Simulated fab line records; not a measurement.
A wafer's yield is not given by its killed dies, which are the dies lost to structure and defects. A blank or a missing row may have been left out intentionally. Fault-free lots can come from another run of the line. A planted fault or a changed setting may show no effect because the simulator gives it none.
Comparing a struck lot with a sound one    flow nand harc    14 steps out of a route of 1302
Sound: wafers L760.3, L760.4, L760.6. Struck: wafers L768.1, L768.4, L768.5. Last of all comes the cause.
For every step that has rows: the tool of each side, followed by ch and its chambers, followed by its first start. Under that, the readings that differ: sound wafers    struck wafers    difference of the means    sigmas: that difference in standard deviations of wafers without a fault.
alike: readings with means less than 2 such deviations apart, plus words and numbers identical on both sides. not compared: withheld readings, readings lacking a value on some wafer, bounds such as >300 that could conceal the same value, and numbers that have no deviation in the record and whose values overlap.
Wherever a step has rows on one side only, a row that says differs or no value, or a row with sigmas, the two part there. When numbers do not overlap yet have no deviation, they are printed without sigmas and do not part them. A reading missing from all wafers of one side parts the sides only when that side holds two or more wafers.

NHARC_P_M2_PRE_CLEAN_30: time 30 s.
  sound on pvd sputter-02; struck on pvd sputter-03
  alike: heater power w
NHARC_P_M2_PVD_20: deposits TaN, target thk 5 nm, time 8.06 s.
  sound on pvd sputter-02; struck on pvd sputter-03
  alike: throttle valve pct
NHARC_P_M2_PVD_21: deposits Cu, target thk 30 nm, time 20.49 s.
  sound on pvd sputter-02; struck on pvd sputter-03
  alike: throttle valve pct
then, 1 step without rows for these wafers: NHARC_P_M2_ECD_22 (material Cu, target thk 400 nm).
NHARC_P_M2_ANNEAL_31: time 90 s.
  sound on rtp anneal-01 ch 0, day 9 18:16; struck on rtp anneal-01 ch 0, day 13 20:40
  alike: anneal temp c, wafer_temp_C_max
then, 1 step without rows for these wafers: NHARC_P_M2_CMP_23 (polishes, t overpolish 20 s, target thk 144.3 nm).
NHARC_P_M2_THK_MEAS_24: measures by xrf.
  struck on film metro-01, day 13 21:19; sound on film metro-01, day 9 18:49
  alike: thk nm
then, 1 step without rows for these wafers: NHARC_P_M2_SRD_25.
NHARC_P_M2_INSPECT_27:
  struck on defect inspect-01, day 13 21:47; sound on defect inspect-02, day 9 18:58
  alike: raw defect count
then, 1 step without rows for these wafers: NHARC_P_M2_PRE_CLEAN_32 (time 12 s).
NHARC_P_M2_DEP_33: deposits SiCN, target thk 30 nm.
  sound on pecvd-01 ch 1,2, day 9 19:12; struck on pecvd-03 ch 0,1,2, day 13 22:01
  alike: heater power w, rf fwd power W, showerhead vpp V
NHARC_P_BONDPAD_DEP_00: deposits SiCN, target thk 250 nm.
  sound on pecvd-02 ch 0,2, day 9 19:34; struck on pecvd-01 ch 0,1, day 13 22:23
reading               sound              struck             difference  sigmas
rf fwd power W (W)    451.3 450.6 448.6  271.6 266.0 266.2  -182.2      -99 or more
showerhead vpp V (V)  1306 1312 1213     914 1020 1014      -294        -5
  alike: heater power w
then, 1 step without rows for these wafers: NHARC_P_BONDPAD_CMP_32 (polishes SiCN, target thk 200 nm).
-- the record jumps here: 18 days lie between the struck wafers' starts before and after (it left off in module P_BONDPAD and takes up again in module END, whose first step shown is number 1302 of the route) --
NHARC_END_SORT_01:
  sound on prober-01 ch 0, day 26 23:39; struck on prober-02 ch 0, day 32 05:59
  alike: defect limited yield, killed at array, killed at other, killed at periphery, killed dies, killed open, killed short

## WHERE THEY PART
NHARC_P_BONDPAD_DEP_00 only, going by this record. Later steps at which nothing parts them and some readings are alike: NHARC_END_SORT_01.

WHY: what the simulator had put in
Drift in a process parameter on pecvd-01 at NHARC_P_BONDPAD_DEP_00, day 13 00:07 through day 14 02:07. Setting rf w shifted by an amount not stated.
